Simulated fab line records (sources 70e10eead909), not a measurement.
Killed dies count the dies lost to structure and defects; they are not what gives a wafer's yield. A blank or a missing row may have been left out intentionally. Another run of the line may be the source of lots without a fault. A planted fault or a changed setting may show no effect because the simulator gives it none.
Tool commonality check | flow nand-harc | 13 lots and 39 wafers in the sample

== REASON FOR OPENING ==
On 2 of the 13 lots, a flag is raised at NHARC_A_ONON_D2_THK_MEAS_08 on the reading thk-nm. Wafers without a fault read 1003 nm, standard deviation 12.
Rule: a lot gets a flag if all its wafers with a number sit over 4 standard deviations from that mean, or if no wafer of it has a number. All remaining lots are regarded as sound.

lot  | measured     | on            | thk-nm (nm), wafer by wafer | flag
L207 | day 12 10:45 | film-metro-02 | 1011 1009 1011              |
L208 | day 13 05:08 | film-metro-02 | 1005 1006 1008              |
L209 | day 13 05:08 | film-metro-01 | 1000 1000 1000              |
L210 | day 13 16:59 | film-metro-01 | 1001 1003 1003              |
L212 | day 14 07:42 | film-metro-02 | 1024 1025 1024              |
L217 | day 17 06:44 | film-metro-02 | 531 529 530                 | FLAGGED
L218 | day 17 06:46 | film-metro-01 | 983 982 983                 |
L221 | day 18 12:17 | film-metro-01 | 546 545 546                 | FLAGGED
L224 | day 19 19:19 | film-metro-02 | 1021 1019 1020              |
L225 | day 19 19:20 | film-metro-01 | 999 999 997                 |
L227 | day 21 02:14 | film-metro-01 | 996 997 996                 |
L228 | day 21 14:49 | film-metro-02 | 1003 1001 1005              |
L229 | day 21 14:49 | film-metro-01 | 1016 1014 1014              |
On average the flagged lots' numbers are 538 nm, which is -465 nm against the usual, or -39 standard deviations.

== WHICH TOOL RAN EACH LOT ==
2 process steps preceding the reading are held in the record, out of 1302 steps in the route. Every cell lists first the tool, next ch and the chambers used by the sampled wafers, and last the start.
lot  | flag    | NHARC_A_CHANNEL_HOLE_D1_XSEM_31 | NHARC_A_ONON_D2_DEP_06
L207 |         | xsem-01 ch 0, day 8 18:57       | pecvd-onon-02 ch 0, day 12 10:14
L208 |         | xsem-02 ch 0, day 9 15:40       | pecvd-onon-03 ch 0, day 13 04:37
L209 |         | xsem-01 ch 0, day 9 20:13       | pecvd-onon-04 ch 0, day 13 04:37
L210 |         | xsem-02 ch 0, day 10 06:42      | pecvd-onon-02 ch 0, day 13 16:32
L212 |         | xsem-01 ch 0, day 10 22:54      | pecvd-onon-02 ch 0, day 14 07:11
L217 | FLAGGED | xsem-02 ch 0, day 13 16:16      | pecvd-onon-02 ch 0, day 17 06:17
L218 |         | xsem-02 ch 0, day 13 23:32      | pecvd-onon-03 ch 0, day 17 06:22
L221 | FLAGGED | xsem-01 ch 0, day 14 19:06      | pecvd-onon-02 ch 0, day 18 11:50
L224 |         | xsem-02 ch 0, day 16 03:27      | pecvd-onon-03 ch 0, day 19 18:49
L225 |         | xsem-01 ch 0, day 16 09:58      | pecvd-onon-04 ch 0, day 19 18:49
L227 |         | xsem-02 ch 0, day 17 14:39      | pecvd-onon-03 ch 0, day 21 01:43
L228 |         | xsem-02 ch 0, day 18 03:47      | pecvd-onon-02 ch 0, day 21 14:22
L229 |         | xsem-01 ch 0, day 18 04:31      | pecvd-onon-03 ch 0, day 21 14:22
What these steps do:
- NHARC_A_CHANNEL_HOLE_D1_XSEM_31
- NHARC_A_ONON_D2_DEP_06: target thk 1000 nm.
- NHARC_A_ONON_D2_THK_MEAS_08: measures by ellipsometry.

== FLAGGED AGAINST TOTAL, ONE TOOL AT A TIME (gauges that did the reading follow at the end) ==
step                            | tool          | lots run | flagged | share of the flagged lots | sound lots run after its first flagged lot
NHARC_A_CHANNEL_HOLE_D1_XSEM_31 | xsem-01       | 6        | 1       | some                      | 2 (L225,L229)
NHARC_A_CHANNEL_HOLE_D1_XSEM_31 | xsem-02       | 7        | 1       | some                      | 4 (L218,L224,L227,L228)
NHARC_A_ONON_D2_DEP_06          | pecvd-onon-02 | 6        | 2       | all                       | 1 (L228)
NHARC_A_ONON_D2_DEP_06          | pecvd-onon-03 | 5        | 0       | none                      | -
NHARC_A_ONON_D2_DEP_06          | pecvd-onon-04 | 2        | 0       | none                      | -
NHARC_A_ONON_D2_THK_MEAS_08     | film-metro-01 | 7        | 1       | some                      | 3 (L225,L227,L229)
NHARC_A_ONON_D2_THK_MEAS_08     | film-metro-02 | 6        | 1       | some                      | 2 (L224,L228)

== WHAT IS ALLOWED BY THE TABLE ==
All flagged lots share 1 row of the table, namely pecvd-onon-02 at NHARC_A_ONON_D2_DEP_06.
- pecvd-onon-02 at NHARC_A_ONON_D2_DEP_06 ran 6 lots, 2 of them flagged. Sound lots ran on it after the first flagged one (L228), which a lasting fault on the whole tool wouldn't allow.
No row of the table ran every flagged lot and no sound lot after the first.

== WHAT WAS PUT IN BY THE SIMULATOR ==
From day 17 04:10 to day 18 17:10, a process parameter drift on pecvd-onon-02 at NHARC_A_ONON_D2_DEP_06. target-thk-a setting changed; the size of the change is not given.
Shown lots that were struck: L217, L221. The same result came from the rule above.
